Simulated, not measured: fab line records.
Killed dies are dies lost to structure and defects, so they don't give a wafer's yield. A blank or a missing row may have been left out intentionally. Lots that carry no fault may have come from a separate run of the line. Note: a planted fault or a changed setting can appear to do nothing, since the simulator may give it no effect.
Which tool did it? | flow nand harc | 21 wafers from 7 lots sampled at 5 of the route's 1159 steps

== WHAT THE GAUGES READ, wafer by wafer ==
NHARC_END_SORT_01.
lot  | measured     | on        | killed at array
L441 | day 21 22:35 | prober-02 | 31 32 28

== EACH LOT AND THE TOOL THAT RAN IT (in order: tool; ch and the chambers of the sampled wafers; start) ==
lot  | NHARC_A_WL_FILL_ETCHBACK_17       | NHARC_THIN_TSV_ETCHBACK_48         | NHARC_THIN_TSV_PVD_19                   | NHARC_THIN_TSV_DEGAS_53
L434 | rie metal-02 ch 0,1, day 15 23:18 | rie diel-13 ch 0,2, day 19 08:40   | pvd sputter-01, day 19 11:14 or earlier | pvd sputter-02, day 19 11:14
L435 | rie metal-03 ch 0, day 16 07:44   | rie diel-13 ch 1,3, day 19 12:34   | pvd sputter-03, day 19 15:40 or earlier | pvd sputter-01, day 19 15:40
L438 | rie metal-01 ch 0,1, day 16 16:25 | rie diel-02 ch 0,1,2, day 20 06:07 | pvd sputter-01, day 20 08:43 or earlier | pvd sputter-02, day 20 08:43
L441 | rie metal-01 ch 0,1, day 18 03:41 | rie diel-02 ch 1,2,3, day 21 10:53 | pvd sputter-02, day 21 13:33 or earlier | pvd sputter-03, day 21 13:33
L442 | rie metal-03 ch 0, day 19 01:55   | rie diel-13 ch 1,2,3, day 21 23:08 | pvd sputter-02, day 22 01:44 or earlier | pvd sputter-02, day 22 01:44
L451 | rie metal-01 ch 0,1, day 19 09:28 | rie diel-13 ch 0,1,3, day 23 08:59 | pvd sputter-02, day 23 11:37 or earlier | pvd sputter-03, day 23 11:37
L454 | rie metal-02 ch 0,1, day 20 17:23 | rie diel-02 ch 2,3, day 24 01:44   | pvd sputter-01, day 24 04:20 or earlier | pvd sputter-01, day 24 04:20
- NHARC_A_WL_FILL_ETCHBACK_17: etches the open film in Cl2/BCl3, target depth 4 nm, time 26.7 s.
- NHARC_THIN_TSV_ETCHBACK_48: etches the open film in C4F8/Ar, target depth 1028.5 nm, time 405.17 s.
- NHARC_THIN_TSV_PVD_19: deposits TaN, target thk 20 nm.
- NHARC_THIN_TSV_DEGAS_53: time 60 s.

== THE ANSWER, worked out from the rows above alone ==
Rule: usual is defined by the lots themselves. Put in order of their means at a reading, lots are off if they are a third of the lots or fewer, leave a main group of 4 or more, and stand apart from it by a gap of 3 or more times the standard deviation of the main group's means; of several such gaps the widest counts. A main group whose means are all the same, to the digits that the tables above print for the reading, isn't used. Also off: a lot with no number at a reading for which 4 or more lots have one. All remaining lots with rows at the step are treated as sound.
No lot is off at any reading shown: from this, nothing can be told.

== WHAT THE SIMULATOR HAD INSERTED ==
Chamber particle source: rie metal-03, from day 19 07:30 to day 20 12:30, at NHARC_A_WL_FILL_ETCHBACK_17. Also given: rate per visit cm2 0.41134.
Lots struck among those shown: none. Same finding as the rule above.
